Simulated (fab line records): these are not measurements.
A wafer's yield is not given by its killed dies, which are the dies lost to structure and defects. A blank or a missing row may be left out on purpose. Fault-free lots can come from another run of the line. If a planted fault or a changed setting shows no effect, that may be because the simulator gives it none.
Split-lot trial || flow n5-finfet || 21 wafers read across 7 lots, on a route 1938 steps long

THE SPLIT ITSELF
At N5_BEOL_M3_COAT_22 (resist thk 30 nm), the setting spin-rpm was moved away from the recipe's 1500 rpm on 10 of the 21 wafers read, by -10.9% to +8.6%. This setting was run at the recipe's value on the other wafers.

FROM THE SPLIT TO THE READING: what the file shows between them, 5 steps
- N5_BEOL_M3_EBR_24
- N5_BEOL_M3_SOFTBAKE_23: time 60 s
- N5_BEOL_M3_EXPOSE_25: exposes mask V2, defocus 5 nm
- N5_BEOL_M3_PEB_26: peb time 60 s
- N5_BEOL_M3_DEVELOP_27: develop time 30 s

THE READING
CAR-EUV_of_BEOL_M3_COAT_22.thk-nm (the simulator's own value, which no gauge read), in nm, at N5_BEOL_M3_DESCUM_33 (chemistry O2, time 7 s). There is no usual value for it anywhere in the file. Average 26.1 nm, standard deviation 0.096 nm, over the 11 wafers here run with the recipe.

{"wafer": "L075.1", "tool, chamber at the split": "litho-track-01, 0", "spin-rpm as run, rpm": 1337, "against the recipe": "-10.9%", "CAR-EUV_of_BEOL_M3_COAT_22.thk-nm, nm": 27.8, "against lot-mates on the recipe": "+1.8"}
{"wafer": "L075.3", "tool, chamber at the split": "litho-track-01, 0", "spin-rpm as run, rpm": 1337, "against the recipe": "-10.9%", "CAR-EUV_of_BEOL_M3_COAT_22.thk-nm, nm": 27.8, "against lot-mates on the recipe": "+1.8"}
{"wafer": "L075.4", "tool, chamber at the split": "litho-track-01, 0", "spin-rpm as run, rpm": 1500, "against the recipe": "recipe", "CAR-EUV_of_BEOL_M3_COAT_22.thk-nm, nm": 26, "against lot-mates on the recipe": "-"}
{"wafer": "L079.1", "tool, chamber at the split": "litho-track-04, 0", "spin-rpm as run, rpm": 1500, "against the recipe": "recipe", "CAR-EUV_of_BEOL_M3_COAT_22.thk-nm, nm": 26.2, "against lot-mates on the recipe": "-"}
{"wafer": "L079.5", "tool, chamber at the split": "litho-track-04, 0", "spin-rpm as run, rpm": 1500, "against the recipe": "recipe", "CAR-EUV_of_BEOL_M3_COAT_22.thk-nm, nm": 26.2, "against lot-mates on the recipe": "-"}
{"wafer": "L079.2", "tool, chamber at the split": "litho-track-04, 0", "spin-rpm as run, rpm": 1380, "against the recipe": "-8.0%", "CAR-EUV_of_BEOL_M3_COAT_22.thk-nm, nm": 27.4, "against lot-mates on the recipe": "+1.2"}
{"wafer": "L082.1", "tool, chamber at the split": "litho-track-03, 0", "spin-rpm as run, rpm": 1629, "against the recipe": "+8.6%", "CAR-EUV_of_BEOL_M3_COAT_22.thk-nm, nm": 25, "against lot-mates on the recipe": -1.2}
{"wafer": "L082.5", "tool, chamber at the split": "litho-track-03, 0", "spin-rpm as run, rpm": 1629, "against the recipe": "+8.6%", "CAR-EUV_of_BEOL_M3_COAT_22.thk-nm, nm": 25, "against lot-mates on the recipe": -1.2}
{"wafer": "L082.3", "tool, chamber at the split": "litho-track-03, 0", "spin-rpm as run, rpm": 1500, "against the recipe": "recipe", "CAR-EUV_of_BEOL_M3_COAT_22.thk-nm, nm": 26.2, "against lot-mates on the recipe": "-"}
{"wafer": "L083.1", "tool, chamber at the split": "litho-track-01, 0", "spin-rpm as run, rpm": 1542, "against the recipe": "+2.8%", "CAR-EUV_of_BEOL_M3_COAT_22.thk-nm, nm": 25.6, "against lot-mates on the recipe": -0.4}
{"wafer": "L083.2", "tool, chamber at the split": "litho-track-01, 0", "spin-rpm as run, rpm": 1542, "against the recipe": "+2.8%", "CAR-EUV_of_BEOL_M3_COAT_22.thk-nm, nm": 25.6, "against lot-mates on the recipe": -0.4}
{"wafer": "L083.4", "tool, chamber at the split": "litho-track-01, 0", "spin-rpm as run, rpm": 1500, "against the recipe": "recipe", "CAR-EUV_of_BEOL_M3_COAT_22.thk-nm, nm": 26, "against lot-mates on the recipe": "-"}
{"wafer": "L087.1", "tool, chamber at the split": "litho-track-03, 0", "spin-rpm as run, rpm": 1500, "against the recipe": "recipe", "CAR-EUV_of_BEOL_M3_COAT_22.thk-nm, nm": 26.2, "against lot-mates on the recipe": "-"}
{"wafer": "L087.6", "tool, chamber at the split": "litho-track-03, 0", "spin-rpm as run, rpm": 1500, "against the recipe": "recipe", "CAR-EUV_of_BEOL_M3_COAT_22.thk-nm, nm": 26.2, "against lot-mates on the recipe": "-"}
{"wafer": "L087.4", "tool, chamber at the split": "litho-track-03, 0", "spin-rpm as run, rpm": 1365, "against the recipe": "-9.0%", "CAR-EUV_of_BEOL_M3_COAT_22.thk-nm, nm": 27.6, "against lot-mates on the recipe": "+1.4"}
{"wafer": "L096.1", "tool, chamber at the split": "litho-track-01, 0", "spin-rpm as run, rpm": 1614, "against the recipe": "+7.6%", "CAR-EUV_of_BEOL_M3_COAT_22.thk-nm, nm": 25, "against lot-mates on the recipe": -1.2}
{"wafer": "L096.6", "tool, chamber at the split": "litho-track-01, 0", "spin-rpm as run, rpm": 1614, "against the recipe": "+7.6%", "CAR-EUV_of_BEOL_M3_COAT_22.thk-nm, nm": 25, "against lot-mates on the recipe": -1.2}
{"wafer": "L096.5", "tool, chamber at the split": "litho-track-01, 0", "spin-rpm as run, rpm": 1500, "against the recipe": "recipe", "CAR-EUV_of_BEOL_M3_COAT_22.thk-nm, nm": 26.2, "against lot-mates on the recipe": "-"}
{"wafer": "L097.1", "tool, chamber at the split": "litho-track-03, 0", "spin-rpm as run, rpm": 1500, "against the recipe": "recipe", "CAR-EUV_of_BEOL_M3_COAT_22.thk-nm, nm": 26, "against lot-mates on the recipe": "-"}
{"wafer": "L097.5", "tool, chamber at the split": "litho-track-03, 0", "spin-rpm as run, rpm": 1500, "against the recipe": "recipe", "CAR-EUV_of_BEOL_M3_COAT_22.thk-nm, nm": 26, "against lot-mates on the recipe": "-"}
{"wafer": "L097.6", "tool, chamber at the split": "litho-track-03, 0", "spin-rpm as run, rpm": 1500, "against the recipe": "recipe", "CAR-EUV_of_BEOL_M3_COAT_22.thk-nm, nm": 26.2, "against lot-mates on the recipe": "-"}

THE FIT
A straight line over all 21 wafers: CAR-EUV_of_BEOL_M3_COAT_22.thk-nm changes by -0.15 nm for each +1% of spin-rpm; r = -0.99; the points scatter about the line by 0.1 nm.
The same after taking each lot's own level away (the mean of its wafers on the recipe; 21 wafers): -0.155 nm for each +1%; r = -1.00; scatter 0.066 nm.
On that fit, the largest move of spin-rpm shifts the reading by 1.7 nm.
From 26.00 to 26.20 nm: that is the span of the lots' own levels, equal to 2.1 times the standard deviation above.
The two slopes are in agreement: the lot-to-lot level therefore moves the slope only a little.
Check: with one of the wafers moved furthest among these (-10.9%) left out of the fit, the line predicts +1.68 nm for it against its lot-mates. It came out at +1.8 nm against them.

OTHER SPLITS ON THESE WAFERS
These wafers also went through other splits before the reading. Each is held against what the fit with the lots' levels taken away leaves over:
{"other split on the same wafers": "N5_GATE_CUT_COAT_07 spin-rpm", "wafers away from the commonest value": 8, "r with CAR-EUV_of_BEOL_M3_COAT_22.thk-nm (lot level and that fit taken away)": -0.30}
{"other split on the same wafers": "N5_MOL_CONTACT_COAG_CONTACT_ETCH_14 source-w", "wafers away from the commonest value": 12, "r with CAR-EUV_of_BEOL_M3_COAT_22.thk-nm (lot level and that fit taken away)": "+0.05"}
{"other split on the same wafers": "N5_MOL_CONTACT_COAG_ETCH_110 bias-w", "wafers away from the commonest value": 7, "r with CAR-EUV_of_BEOL_M3_COAT_22.thk-nm (lot level and that fit taken away)": -0.06}
{"other split on the same wafers": "N5_MOL_CONTACT_COAG_ALD_27 ald-cycles", "wafers away from the commonest value": 5, "r with CAR-EUV_of_BEOL_M3_COAT_22.thk-nm (lot level and that fit taken away)": "+0.18"}
{"other split on the same wafers": "N5_BEOL_M0_SAQP_EXPOSE_37 dose-mj", "wafers away from the commonest value": 3, "r with CAR-EUV_of_BEOL_M3_COAT_22.thk-nm (lot level and that fit taken away)": "+0.04"}
{"other split on the same wafers": "N5_BEOL_M1_ILD_DEP_00 time-s", "wafers away from the commonest value": 7, "r with CAR-EUV_of_BEOL_M3_COAT_22.thk-nm (lot level and that fit taken away)": -0.24}
{"other split on the same wafers": "N5_BEOL_M1_COAT_05 spin-rpm", "wafers away from the commonest value": 7, "r with CAR-EUV_of_BEOL_M3_COAT_22.thk-nm (lot level and that fit taken away)": "+0.22"}
{"other split on the same wafers": "N5_BEOL_M2_ALD_98 ald-cycles", "wafers away from the commonest value": 8, "r with CAR-EUV_of_BEOL_M3_COAT_22.thk-nm (lot level and that fit taken away)": -0.03}
{"other split on the same wafers": "N5_BEOL_M3_COAT_67 spin-rpm", "wafers away from the commonest value": 8, "r with CAR-EUV_of_BEOL_M3_COAT_22.thk-nm (lot level and that fit taken away)": -0.25}

THE WHOLE CHAIN: every reading that the file lists as answering this split, in the file's order
{"step": "N5_BEOL_M3_COAT_22", "what it does": "resist thk 30 nm", "reading": "CAR-EUV_of_BEOL_M3_COAT_22.thk-nm (the simulator's own value, which no gauge read)", "change (the file's fit)": "-0.165 nm for each +1% of the setting", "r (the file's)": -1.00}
{"step": "N5_BEOL_M3_DEVELOP_27", "what it does": "develop time 30 s", "reading": "CAR-EUV_of_BEOL_M3_COAT_22.thk-nm (the simulator's own value, which no gauge read)", "change (the file's fit)": "-0.159 nm for each +1% of the setting", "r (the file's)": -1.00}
{"step": "N5_BEOL_M3_DESCUM_33", "what it does": "chemistry O2, time 7 s", "reading": "CAR-EUV_of_BEOL_M3_COAT_22.thk-nm (the simulator's own value, which no gauge read)", "change (the file's fit)": "-0.155 nm for each +1% of the setting", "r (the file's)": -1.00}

FILE'S OWN FIT
CAR-EUV_of_BEOL_M3_COAT_22.thk-nm changes by -0.155 nm for each +1% of spin-rpm, r = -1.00.
